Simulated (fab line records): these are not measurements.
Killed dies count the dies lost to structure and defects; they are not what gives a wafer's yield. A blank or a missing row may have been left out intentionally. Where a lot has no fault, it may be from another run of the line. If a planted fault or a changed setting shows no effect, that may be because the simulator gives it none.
Which tool is to blame? -- flow nand-harc -- Sampling: 10 lots, 30 wafers, 5 of 1159 route steps

## WHAT THE GAUGES READ, wafer by wafer
NHARC_END_SORT_01.
lot,measured,on,killed-at-array
L396,day 19 14:56,prober-02,17 18 16
L394,day 20 17:50,prober-02,13 16 13
L402,day 21 05:49,prober-02,47 37 35
L408,day 22 12:31,prober-01,674 667 664
L407,day 22 19:32,prober-01,668 669 677
L406,day 23 00:34,prober-02,673 671 671
L414,day 23 16:56,prober-01,40 30 25
L413,day 24 07:35,prober-02,19 25 24
L415,day 24 08:28,prober-01,14 13 15
L416,day 24 16:11,prober-02,25 22 19

## TOOL THAT RAN EACH LOT (tool first, then ch and the chambers of the sampled wafers, then the start)
lot,NHARC_A_CONTACT_ETCH_75,NHARC_A_CONTACT_ETCH_76,NHARC_A_CONTACT_ETCH_78,NHARC_A_CONTACT_ETCH_126
L396,"rie-diel-07 ch 0,2, day 16 23:08","rie-diel-07 ch 0,2, day 16 23:44 or earlier","rie-diel-07 ch 0,2, day 16 23:44","har-cap-etch-03 ch 0,1, day 17 00:44"
L394,"rie-diel-03 ch 0,2, day 18 01:38","rie-diel-03 ch 1,2, day 18 03:51 or earlier","rie-diel-03 ch 1,3, day 18 03:51","har-cap-etch-02 ch 0,1, day 18 04:44"
L402,"rie-diel-07 ch 2,3, day 18 11:27","rie-diel-07 ch 1,2,3, day 18 12:01 or earlier","rie-diel-07 ch 0,1,2, day 18 12:01","har-cap-etch-02 ch 0, day 18 12:50"
L408,"rie-diel-03 ch 2,3, day 19 12:25","rie-diel-03 ch 0,1,3, day 19 13:18 or earlier","rie-diel-03 ch 0,1,3, day 19 13:18","har-cap-etch-01 ch 0,1, day 19 14:01"
L407,"rie-diel-07 ch 0,2,3, day 19 13:56","rie-diel-07 ch 1,2,3, day 19 14:27 or earlier","rie-diel-07 ch 1,3, day 19 14:27","har-cap-etch-02 ch 0,1, day 19 15:28"
L406,"rie-diel-03 ch 0,2,3, day 19 20:02","rie-diel-03 ch 0,1,3, day 19 20:36 or earlier","rie-diel-03 ch 0,1,2, day 19 20:36","har-cap-etch-02 ch 0,1, day 19 21:25"
L414,"rie-diel-07 ch 2,3, day 20 22:43","rie-diel-07 ch 0,1,2, day 20 23:13 or earlier","rie-diel-07 ch 1,2,3, day 20 23:13","har-cap-etch-02 ch 0,1, day 21 00:16"
L413,"rie-diel-03 ch 1,3, day 21 12:40","rie-diel-03 ch 0,3, day 21 13:17 or earlier","rie-diel-03 ch 1,2,3, day 21 13:17","har-cap-etch-01 ch 0,1, day 21 14:04"
L415,"rie-diel-07 ch 1,2,3, day 21 21:41","rie-diel-07 ch 1,2,3, day 21 22:22 or earlier","rie-diel-03 ch 0,2,3, day 21 22:22","har-cap-etch-01 ch 0,1, day 21 23:17"
L416,"rie-diel-07 ch 0,2,3, day 22 03:35","rie-diel-07 ch 1,2,3, day 22 04:32 or earlier","rie-diel-07 ch 0,1, day 22 04:32","har-cap-etch-01 ch 0,1, day 22 05:28"
- NHARC_A_CONTACT_ETCH_75: etches the open film in CF4, target depth 39 nm, time 65 s.
- NHARC_A_CONTACT_ETCH_76: etches the open film in N2/H2, target depth 260 nm, time 475.3 s.
- NHARC_A_CONTACT_ETCH_78: etches the open film in O2/COS, target depth 2800 nm, time 728 s.
- NHARC_A_CONTACT_ETCH_126: etches the open film in C4F8/O2/Ar, time 155 s, target depth 956 nm.

## THE ANSWER, worked out from the rows above alone
Rule: usual is defined by the lots themselves. The widest of any qualifying gaps counts: lots, ordered by their means at a reading, are off when they make up no more than a third of the lots, leave a main group of 4 or more, and stand apart from it by 3 or more times the standard deviation of that group's means. The tables above print the reading to a certain number of digits; a main group whose means all agree to those digits is not used. Also off: a lot with no number at a reading for which 4 or more lots have one. Any other lot the step has rows for is counted as sound.
Off, at NHARC_END_SORT_01 on killed-at-array: L408, L407, L406. Main group: mean 23, sd 8.9.
If a tool, at a process step before that reading, ran all the lots that are off and no sound lot after the first of them, it fits. Gauges at NHARC_END_SORT_01: tried the same way as those tools. With no start given for some of its lots, NHARC_A_CONTACT_ETCH_76 uses the hours and lot order of NHARC_A_CONTACT_ETCH_78. Not one of the candidates tried fits.

## WHAT THE SIMULATOR HAD INSERTED
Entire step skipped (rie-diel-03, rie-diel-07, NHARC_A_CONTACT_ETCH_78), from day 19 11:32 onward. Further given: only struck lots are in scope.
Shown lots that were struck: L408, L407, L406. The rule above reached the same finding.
